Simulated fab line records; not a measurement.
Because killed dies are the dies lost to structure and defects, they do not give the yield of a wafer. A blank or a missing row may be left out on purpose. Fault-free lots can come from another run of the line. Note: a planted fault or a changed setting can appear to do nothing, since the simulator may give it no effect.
fab line records    flow nand_harc
record lots=6  wafers=18  last_day=32
route steps=1302 shown A_ONON_D2@554
lots untouched by any fault: they come from a run of this same line in which no faults occurred
start_h: start of the lot's first displayed wafer, in hours after the record's first day    wait_h: how many hours have passed since the lot's step before this one    " repeats the value in the row above    L1.1+2: a row that stands for several wafers    - no value, or no start was given    * or withheld: withheld    < > ~ a bound
route shown NAME@n: NAME is a module with steps in the file, n the number in the route of the first one    usual: mean and standard deviation over wafers with no fault    same: alike in all rows    chamber/n: place in a boat    sites: each site's reading    _std_site: the values' standard deviation    _edge_site: mean of outer sites minus mean of inner sites    radius_mm: how far each site lies from the wafer's centre    mask NAME#n: copy n    behind: the last tool/chamber to shape the wafer    hold: what put the lot on hold/how long, in hours/how the hold closed    device: transistor that didn't switch, given as n, p or np    end of line: tests run on the same wafers once the route is complete    step lacking rows: just its recipe    killed: count of dies lost to structure and defects at first sort (not the wafer's yield)    map: shows each die of a wafer: x if killed, . if not, _ if none is there
set.NAME: the setting that was run; set.NAME@STEP: the one run at that earlier step    model.NAME: the simulator's own value behind a step, which no gauge read
a table for each step, a row for each wafer; lots at some steps of the route
services: when a tool's chamber went out of use (start_h, in hours from the record's first day, below 0 if earlier), for how many hours, and the reason
## steps
# step NHARC_A_ONON_D2_THK_MEAS_14
# recipe thk_meas_gauge=ellipsometry
# usual thk_nm=1003/7.2
lot.wafer  tool           chamber  start_h  wait_h  thk_nm
L231.2     film_metro-02  -        289.00   -       1013
L231.3     "              -        "        "       1010
L231.6     "              -        "        "       1011
L241.1     film_metro-01  -        383.20   -       1002
L241.4     "              -        "        "       1002
L241.5     "              -        "        "       1002
L248.3     film_metro-01  -        447.11   -       1004
L248.4     "              -        "        "       1005
L248.5     "              -        "        "       1005
L247.3     film_metro-02  -        447.11   -       1002
L247.4     "              -        "        "       1001
L247.5     "              -        "        "       1002
L249.2     film_metro-02  -        457.39   -       1008
L249.3     "              -        "        "       1007
L249.4     "              -        "        "       1005
L251.2     film_metro-01  -        482.92   -       1000
L251.4     "              -        "        "       1000
L251.6     "              -        "        "       1001
# step NHARC_A_ONON_D2_ANNEAL_15
# recipe temp_c=750  time_s=3600
# step NHARC_A_ONON_D2_DEP_16
# recipe target_thk_a=10000  n2_flow_sccm=2750  n2o_flow_sccm=2000  nh3_flow_sccm=500  sih4_flow_sccm=210  temp_c=400
# step NHARC_A_ONON_D2_THK_MEAS_18
# recipe thk_meas_gauge=ellipsometry
# usual thk_nm=1001/12
lot.wafer  tool           chamber  start_h  wait_h  thk_nm
L231.2     film_metro-02  -        297.05   -       989
L231.3     "              -        "        "       986
L231.6     "              -        "        "       985
L241.1     film_metro-02  -        390.53   -       1032
L241.4     "              -        "        "       1032
L241.5     "              -        "        "       1032
L248.3     film_metro-01  -        454.51   -       978
L248.4     "              -        "        "       979
L248.5     "              -        "        "       980
L247.3     film_metro-02  -        454.51   -       1005
L247.4     "              -        "        "       1004
L247.5     "              -        "        "       1003
L249.2     film_metro-02  -        464.77   -       994
L249.3     "              -        "        "       997
L249.4     "              -        "        "       994
L251.2     film_metro-02  -        490.73   -       989
L251.4     "              -        "        "       989
L251.6     "              -        "        "       989
# step NHARC_A_ONON_D2_DEP_19
# recipe target_thk_a=10000  n2_flow_sccm=2750  n2o_flow_sccm=2000  nh3_flow_sccm=500  sih4_flow_sccm=210  temp_c=400
# step NHARC_A_ONON_D2_THK_MEAS_21
# recipe thk_meas_gauge=ellipsometry
# usual thk_nm=1001/8.9
lot.wafer  tool           chamber  start_h  wait_h  thk_nm
L231.2     film_metro-02  -        297.61   -       993
L231.3     "              -        "        "       993
L231.6     "              -        "        "       994
L241.1     film_metro-01  -        391.10   -       1011
L241.4     "              -        "        "       1012
L241.5     "              -        "        "       1010
L248.3     film_metro-02  -        455.07   -       1000
L248.4     "              -        "        "       1000
L248.5     "              -        "        "       999
L247.3     film_metro-02  -        455.20   -       997
L247.4     "              -        "        "       996
L247.5     "              -        "        "       996
L249.2     film_metro-01  -        465.33   -       993
L249.3     "              -        "        "       992
L249.4     "              -        "        "       993
L251.2     film_metro-01  -        491.29   -       1004
L251.4     "              -        "        "       1007
L251.6     "              -        "        "       1007
# step NHARC_A_ONON_D2_DEP_22
# recipe target_thk_a=10000  n2_flow_sccm=2750  n2o_flow_sccm=2000  nh3_flow_sccm=500  sih4_flow_sccm=210  temp_c=400
# step NHARC_A_ONON_D2_THK_MEAS_24
# recipe thk_meas_gauge=ellipsometry
# usual thk_nm=1002/10
lot.wafer  tool           chamber  start_h  wait_h  thk_nm
L231.2     film_metro-01  -        298.18   -       1009
L231.3     "              -        "        "       1007
L231.6     "              -        "        "       1010
L241.1     film_metro-01  -        391.66   -       994
L241.4     "              -        "        "       994
L241.5     "              -        "        "       994
L248.3     film_metro-01  -        455.64   -       998
L248.4     "              -        "        "       996
L248.5     "              -        "        "       997
L247.3     film_metro-02  -        455.77   -       1007
L247.4     "              -        "        "       1005
L247.5     "              -        "        "       1005
L249.2     film_metro-02  -        465.89   -       991
L249.3     "              -        "        "       991
L249.4     "              -        "        "       992
L251.2     film_metro-01  -        491.86   -       1027
L251.4     "              -        "        "       1028
L251.6     "              -        "        "       1028
# step NHARC_A_ONON_D2_DEP_25
# recipe target_thk_a=10000  n2_flow_sccm=2750  n2o_flow_sccm=2000  nh3_flow_sccm=500  sih4_flow_sccm=210  temp_c=400
# step NHARC_A_ONON_D2_THK_MEAS_27
# recipe thk_meas_gauge=ellipsometry
# usual thk_nm=999/11
lot.wafer  tool           chamber  start_h  wait_h  thk_nm
L231.2     film_metro-02  -        298.73   -       975
L231.3     "              -        "        "       977
L231.6     "              -        "        "       979
L241.1     film_metro-01  -        392.23   -       1004
L241.4     "              -        "        "       1003
L241.5     "              -        "        "       1004
L248.3     film_metro-01  -        456.34   -       1002
L248.4     "              -        "        "       1003
L248.5     "              -        "        "       1001
L247.3     film_metro-02  -        456.48   -       1006
L247.4     "              -        "        "       1005
L247.5     "              -        "        "       1003
L249.2     film_metro-02  -        466.46   -       999
L249.3     "              -        "        "       1001
L249.4     "              -        "        "       1000
L251.2     film_metro-01  -        492.42   -       992
L251.4     "              -        "        "       993
L251.6     "              -        "        "       991
# step NHARC_A_ONON_D2_DEP_28
# recipe target_thk_a=10000  n2_flow_sccm=2750  n2o_flow_sccm=2000  nh3_flow_sccm=500  sih4_flow_sccm=210  temp_c=400
# step NHARC_A_ONON_D2_THK_MEAS_30
# recipe thk_meas_gauge=ellipsometry
# usual thk_nm=1001/11
lot.wafer  tool           chamber  start_h  wait_h  thk_nm
L231.2     film_metro-01  -        299.30   -       980
L231.3     "              -        "        "       979
L231.6     "              -        "        "       979
L241.1     film_metro-01  -        392.79   -       989
L241.4     "              -        "        "       989
L241.5     "              -        "        "       988
L248.3     film_metro-01  -        457.05   -       1009
L248.4     "              -        "        "       1009
L248.5     "              -        "        "       1009
L247.3     film_metro-02  -        457.18   -       980
L247.4     "              -        "        "       980
L247.5     "              -        "        "       979
L249.2     film_metro-02  -        467.03   -       1011
L249.3     "              -        "        "       1012
L249.4     "              -        "        "       1012
L251.2     film_metro-02  -        492.98   -       995
L251.4     "              -        "        "       994
L251.6     "              -        "        "       994
# step NHARC_A_ONON_D2_DEP_33
# recipe target_thk_a=2000  temp_c=400  pressure_torr=6.5  rf_w=900  teos_flow_sccm=161.4  flow_sccm=2650  target_thk_nm=200  gas=O2  material=SiO2
# usual flow_sccm=2649/7.7  heater_power_w=584/70  mfc_precursor_sccm=161.3/0.43  throttle_valve_pct=16.0/0.36
lot.wafer  tool      chamber  start_h  wait_h  flow_sccm  heater_power_w  mfc_precursor_sccm  throttle_valve_pct
L231.3     pecvd-02  1        299.40   0.1     2645       482             161.2               15.7
L231.2     "         2        "        "       2638       647             161.5               15.9
L231.6     "         2        "        "       2643       651             161.3               15.9
L241.1     pecvd-03  0        392.85   0.1     2657       600             161.8               15.6
L241.5     "         0        "        "       2636       600             161.7               15.8
L241.4     "         2        "        "       2660       655             160.6               15.6
L248.3     pecvd-03  1        457.19   0.1     2639       547             161.5               16.6
L248.4     "         2        "        "       2641       604             148.7               15.8
L248.5     "         0        "        "       2651       585             160.4               16.1
L247.3     pecvd-03  2        457.47   0.3     2649       549             147.8               15.6
L247.5     "         0        "        "       2636       557             161.6               15.9
L247.4     "         2        "        "       2654       555             147.3               15.6
L249.2     pecvd-01  0        467.13   0.1     2652       584             161.2               16.1
L249.3     "         1        "        "       2647       518             160.8               15.6
L249.4     "         1        "        "       2654       536             161.5               15.5
L251.2     pecvd-02  1        493.36   0.4     2641       422             161.6               16.1
L251.4     "         0        "        "       2657       490             161.4               15.9
L251.6     "         1        "        "       2650       431             160.7               16.2
# step NHARC_A_ONON_D2_THK_MEAS_34
# recipe thk_meas_gauge=ellipsometry
# usual thk_nm=200/3.5
lot.wafer  tool           chamber  start_h  wait_h  thk_nm
L231.2     film_metro-02  -        299.77   -       196
L231.3     "              -        "        "       200
L231.6     "              -        "        "       200
L241.1     film_metro-02  -        393.27   -       195
L241.4     "              -        "        "       200
L241.5     "              -        "        "       198
L248.3     film_metro-02  -        457.52   -       202
L248.4     "              -        "        "       180
L248.5     "              -        "        "       197
L247.3     film_metro-02  -        457.79   -       177
L247.4     "              -        "        "       180
L247.5     "              -        "        "       197
L249.2     film_metro-02  -        467.50   -       196
L249.3     "              -        "        "       200
L249.4     "              -        "        "       203
L251.2     film_metro-02  -        493.73   -       206
L251.4     "              -        "        "       207
L251.6     "              -        "        "       210
## services
tool      chamber  start_h  hours  kind
pecvd-02  0        279.60   -      clean
pecvd-02  1        279.60   -      clean
pecvd-02  2        279.60   -      clean
pecvd-01  -        311.22   13.0   pm
pecvd-01  0        311.22   13.0   vent_cycle
pecvd-01  1        311.22   13.0   vent_cycle
pecvd-03  -        366.12   13.0   pm
pecvd-03  0        366.12   13.0   vent_cycle
pecvd-03  1        366.12   13.0   vent_cycle
pecvd-03  2        366.12   13.0   vent_cycle
pecvd-03  0        379.12   -      clean
pecvd-03  1        379.12   -      clean
pecvd-03  2        379.12   -      clean
pecvd-03  2        401.40   -      calibration
pecvd-02  2        415.04   5.6    repair
pecvd-02  -        447.76   13.0   pm
pecvd-02  0        447.76   13.0   vent_cycle
pecvd-02  1        447.76   13.0   vent_cycle
pecvd-02  2        447.76   13.0   vent_cycle
pecvd-02  0        460.76   -      clean
pecvd-02  1        460.76   -      clean
pecvd-02  2        460.76   -      clean
pecvd-03  0        488.58   22.9   repair
pecvd-01  -        492.22   13.0   pm
## key
first_sign step=NHARC_A_ONON_D2_DEP_33  reading=mfc_precursor_sccm  direction=down  sigmas=31  usual=161.3  struck=147.9
effect step=NHARC_A_ONON_D2_THK_MEAS_34  reading=thk_nm  direction=down  sigmas=6.1  usual=200  struck=179
met_at NHARC_A_ONON_D2_DEP_33
struck_wafers L247.3,L247.4,L248.4
tester_left_out L247,L248
onset_between 392.85 457.19
fault kind=process_parameter_drift  tool=pecvd-03  chamber=2  onset_h=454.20  steps=NHARC_A_ONON_D2_DEP_33  channel=teos_flow_sccm  offset=*  shape=step  end_h=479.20  acts_in=*  stated=*
# tester_left_out: of these lots the tester's yield and bins aren't shown, on N5 and GAA mostly nor the transistor test; their killed dies are dies lost to structure and defects alone, not to doping, threshold or leakage, so they don't give the yield
